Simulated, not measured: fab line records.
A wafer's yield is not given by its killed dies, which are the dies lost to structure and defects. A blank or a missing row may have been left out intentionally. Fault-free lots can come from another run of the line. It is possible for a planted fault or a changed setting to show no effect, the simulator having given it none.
A single fault, viewed from 2 desks    flow nandHarc    only its own numbers are on each desk; what lay behind them is given at the end

== AT THE TOOL OWNER'S DESK: krfScanner-02 ==
The tool's own readings at NHARC_P_ZERO_WELL_EXPOSE_21 (exposes mask P NWELL, target cd 720 nm): means of the sampled wafers that have a number, for each lot that ran on this tool. Any lot whose mean is over 4 standard deviations away from the usual mean is out of limits and marked OUT; that distance is given in the brackets.
Columns: A = exposureDoseMJCm2 at NHARC_P_ZERO_WELL_EXPOSE_21, usual 22.311
lot   first seen here  A
L840  day 3 14:20      22.307
L842  day 4 10:29      22.321
L846  day 6 02:26      22.314
L847  day 6 12:19      22.283
L848  day 6 22:19      29.321 (+99 or more) OUT
L856  day 10 06:29     29.332 (+99 or more) OUT
This desk's verdict: out of limits on L848, L856, starting with L848 at day 6 22:19 (exposureDoseMJCm2 at NHARC_P_ZERO_WELL_EXPOSE_21). In limits: L840, L842, L846, L847.

== THE METROLOGY DESK ==
What the gauges read for every lot (on any tool): the sampled wafers with a number, averaged. Any lot whose mean is over 4 standard deviations away from the usual mean is out of limits and marked OUT; that distance is given in the brackets.
Columns: A = cdNm at NHARC_P_ZERO_WELL_CD_MEAS_24, usual 720.3 nm
lot   first seen here  A
L836  day 1 23:14      717.5
L837  day 2 08:28      719.3
L838  day 2 18:32      723.0
L840  day 3 14:29      720.1
L842  day 4 10:38      719.9
L845  day 5 16:35      718.0
L846  day 6 02:36      719.3
L847  day 6 12:28      722.0
L848  day 6 22:28      768.2 (+25) OUT
L856  day 10 06:39     766.5 (+24) OUT
L857  day 10 16:44     719.0
This desk's verdict: out of limits on L848, L856, starting with L848 at day 6 22:28 (cdNm at NHARC_P_ZERO_WELL_CD_MEAS_24). In limits: L836, L837, L838, L840, L842, L845, L846, L847, L857.

== PUT TOGETHER ==
On L848, L856, at day 6 22:19, an alarm was possible from the tool owner's desk.
The metrology desk could have raised an alarm at day 6 22:28, on L848, L856.
The lots listed all ran NHARC_P_ZERO_WELL_EXPOSE_21 on krfScanner-02.

== WHAT THE SIMULATOR PUT IN ==
Drift in process parameters on krfScanner-02 at NHARC_P_ZERO_WELL_EXPOSE_21, starting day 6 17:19. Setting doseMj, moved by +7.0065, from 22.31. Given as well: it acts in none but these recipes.
Lots struck among those shown: L848, L856.
Fault start to first reading out of limits, in hours, per desk: tool owner, 5; metrology, 5.
